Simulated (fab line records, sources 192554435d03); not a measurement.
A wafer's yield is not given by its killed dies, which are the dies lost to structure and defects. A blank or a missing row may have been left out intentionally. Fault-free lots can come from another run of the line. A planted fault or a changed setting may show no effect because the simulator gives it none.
Lot-split experiment ; flow n5_finfet ; 39 wafers read across 7 lots, on a route 1938 steps long

## SPLIT DETAILS
At N5_DUMMY_GATE_ETCH_31 (etches SiO2 in C4F6/O2, target depth 82.5 nm, time 27.5 s), the setting target_depth_a was moved away from the recipe's 825 angstrom on 15 of the 39 wafers read, by -38.2% to +44.0%. The other wafers ran this setting at the recipe's value.

The reading is taken at the split's own step.

## THE READING
SOC_of_DUMMY_GATE_COAT_34.thk_nm (the simulator's own value, which no gauge read), in nm, at N5_DUMMY_GATE_ETCH_31 (etches SiO2 in C4F6/O2, target depth 82.5 nm, time 27.5 s). The file does not state a usual value for it. Across the 24 wafers here that went through the recipe, the average is 51.9 nm and the standard deviation 0.29 nm.

wafer;tool, chamber at the split;target_depth_a as run, angstrom;against the recipe;SOC_of_DUMMY_GATE_COAT_34.thk_nm, nm;against lot-mates on the recipe
L082.3;rie_diel-03, 1;825;recipe;52;-
L082.5;rie_diel-03, 0;825;recipe;52.2;-
L082.6;rie_diel-03, 1;825;recipe;51.6;-
L083.1;rie_diel-04, 1;825;recipe;51.6;-
L083.2;rie_diel-04, 0;1188;+44.0%;48.4;-3.4
L083.3;rie_diel-04, 2;825;recipe;51.6;-
L083.4;rie_diel-04, 1;1188;+44.0%;48;-3.8
L083.5;rie_diel-04, 0;825;recipe;52.2;-
L083.6;rie_diel-04, 2;1188;+44.0%;48.2;-3.6
L086.1;rie_diel-03, 3;825;recipe;52;-
L086.2;rie_diel-03, 2;825;recipe;52;-
L086.3;rie_diel-03, 1;825;recipe;52.2;-
L086.4;rie_diel-03, 0;825;recipe;52.2;-
L086.5;rie_diel-03, 3;825;recipe;52.2;-
L086.6;rie_diel-03, 0;825;recipe;52.2;-
L088.1;rie_diel-04, 1;1068;+29.5%;49.6;-1.9
L088.2;rie_diel-04, 3;825;recipe;51.4;-
L088.3;rie_diel-04, 2;1068;+29.5%;49.6;-1.9
L088.4;rie_diel-04, 3;825;recipe;51.4;-
L088.5;rie_diel-04, 2;1068;+29.5%;49.6;-1.9
L088.6;rie_diel-04, 1;825;recipe;51.8;-
L092.1;rie_diel-04, 2;563.8;-31.7%;54.4;+2.7
L092.2;rie_diel-04, 1;825;recipe;51.6;-
L092.3;rie_diel-04, 0;563.8;-31.7%;54.6;+2.9
L092.4;rie_diel-04, 3;825;recipe;51.4;-
L092.5;rie_diel-04, 1;563.8;-31.7%;54.4;+2.7
L092.6;rie_diel-04, 0;825;recipe;52;-
L093.1;rie_diel-04, 3;509.5;-38.2%;54.6;+2.6
L093.2;rie_diel-04, 0;509.5;-38.2%;55;+3.0
L093.3;rie_diel-04, 1;509.5;-38.2%;55;+3.0
L093.4;rie_diel-04, 2;825;recipe;52.2;-
L093.5;rie_diel-04, 1;825;recipe;51.8;-
L093.6;rie_diel-04, 0;825;recipe;52;-
L097.1;rie_diel-03, 2;825;recipe;52;-
L097.2;rie_diel-03, 1;569.8;-30.9%;54.2;+2.5
L097.3;rie_diel-03, 0;825;recipe;51.6;-
L097.4;rie_diel-03, 3;569.8;-30.9%;54.6;+2.9
L097.5;rie_diel-03, 1;825;recipe;51.6;-
L097.6;rie_diel-03, 2;569.8;-30.9%;54.4;+2.7

THE FIT
A straight line over all 39 wafers: SOC_of_DUMMY_GATE_COAT_34.thk_nm changes by -0.0809 nm for each +1% of target_depth_a; r = -0.99; the points scatter about the line by 0.25 nm.
The same after taking each lot's own level away (the mean of its wafers on the recipe; 39 wafers): -0.0795 nm for each +1%; r = -0.99; scatter 0.24 nm.
That fit puts the effect of the largest move of target_depth_a on the reading at 3.5 nm.
Measured against the standard deviation above, the lots' own levels, which go from 51.53 to 52.13 nm, span 2.1 times it.
The two slopes agree, so the slope changes little with the lot-to-lot level.
Check: with one of the wafers moved furthest among these (+44.0%) left out of the fit, the line predicts -3.46 nm for it against its lot-mates. It came out at -3.4 nm against them.

## THE WHOLE CHAIN: every reading that the file lists as answering this split, in the file's order
step;what it does;reading;change (the file's fit);r (the file's)
N5_DUMMY_GATE_ETCH_31;etches SiO2 in C4F6/O2, target depth 82.5 nm, time 27.5 s;etch.depth_nm (the simulator's own value, which no gauge read);+0.823 nm for each +1% of the setting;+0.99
N5_DUMMY_GATE_ETCH_31;etches SiO2 in C4F6/O2, target depth 82.5 nm, time 27.5 s;SOC_of_DUMMY_GATE_COAT_34.thk_nm (the simulator's own value, which no gauge read);-0.0797 nm for each +1% of the setting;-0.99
N5_DUMMY_GATE_ETCH_44;etches poly-Si in HBr/O2, stops on SiO2, target depth 127.5 nm;oes_product_au;not straight: 0.376 at the lowest setting, 0.737 at the recipe, 0.747 at the highest;not given

## THE FILE'S OWN FIT
SOC_of_DUMMY_GATE_COAT_34.thk_nm changes by -0.0797 nm for each +1% of target_depth_a, r = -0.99.
